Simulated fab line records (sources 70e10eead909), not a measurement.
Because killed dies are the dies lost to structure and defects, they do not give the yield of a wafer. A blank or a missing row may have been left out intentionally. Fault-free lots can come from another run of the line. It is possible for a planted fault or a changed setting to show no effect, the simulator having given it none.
Chamber matching    flow nand-harc    NHARC_P_M2_ETCH_35 on rie-diel-11: 4 sister chambers
The step etches the open film in N2/H2, target depth 40 nm, overetch 12 nm, time 43.94 s. 18 wafers are shown with their chamber, then 9 later ones without.

## EACH WAFER AND ITS CHAMBER
wafer   chamber  showerhead-plenum-p-Torr (Torr)  drypump-motor-current-A (A)  rf-vpp-V (V)
L075.1  1        2.05                             6.3                          430.8
L075.3  3        2.09                             5.5                          433.7
L075.5  0        1.97                             5.3                          427.6
L078.1  3        2.09                             5.5                          433.5
L078.2  1        2.05                             6.4                          430.4
L078.3  0        1.97                             5.3                          428.2
L080.1  1        2.04                             6.4                          431.3
L080.4  3        2.09                             5.5                          431.5
L080.6  1        2.05                             6.3                          428.5
L083.1  1        2.04                             6.3                          431.0
L083.2  3        2.09                             5.6                          433.0
L083.3  2        2.09                             6.0                          432.2
L088.1  0        1.97                             5.2                          429.2
L088.4  2        2.09                             6.0                          431.2
L088.5  2        2.09                             6.0                          431.9
L090.2  2        2.09                             6.0                          432.2
L090.3  3        2.09                             5.6                          431.1
L090.6  3        2.09                             5.6                          431.8

SIGNATURES (averages over the wafers above)
reading                   chamber 0  chamber 1  chamber 2  chamber 3  scatter within a chamber
showerhead-plenum-p-Torr  1.9700     2.0460     2.0900     2.0900     0.00293
drypump-motor-current-A   5.267      6.340      6.000      5.550      0.049
rf-vpp-V                  428.333    430.400    431.875    432.433    0.965
Rule: distance of a wafer from a chamber = root of the sum over the readings of ((wafer's reading minus chamber's mean) / reading's scatter) squared. The wafer belongs to the nearest chamber; if the next one is less than 2 further off, it can't be placed. How the scatter is found: for the shown wafers, subtract from each reading the mean of its chamber, square and add these, divide the total by (wafers less chambers), then take the root.

## WAFERS WITHOUT THEIR CHAMBER
wafer   showerhead-plenum-p-Torr (Torr)  drypump-motor-current-A (A)  rf-vpp-V (V)
L091.2  2.09                             6.0                          432.0
L091.4  2.04                             6.3                          430.6
L091.5  2.09                             6.0                          431.5
L093.1  1.97                             5.2                          427.3
L093.2  2.04                             6.3                          430.6
L093.4  2.09                             5.6                          432.5
L096.2  2.04                             6.3                          431.1
L096.3  2.09                             5.5                          432.1
L096.5  2.04                             6.3                          429.7

## EACH ONE'S CHAMBER
wafer   from the rows above  in truth
L091.2  2                    2
L091.4  1                    1
L091.5  2                    2
L093.1  0                    0
L093.2  1                    1
L093.4  3                    3
L096.2  1                    1
L096.3  3                    3
L096.5  1                    1
Placed correctly: 9 of 9. From these rows, 0 cannot be placed. Placed wrongly: 0.
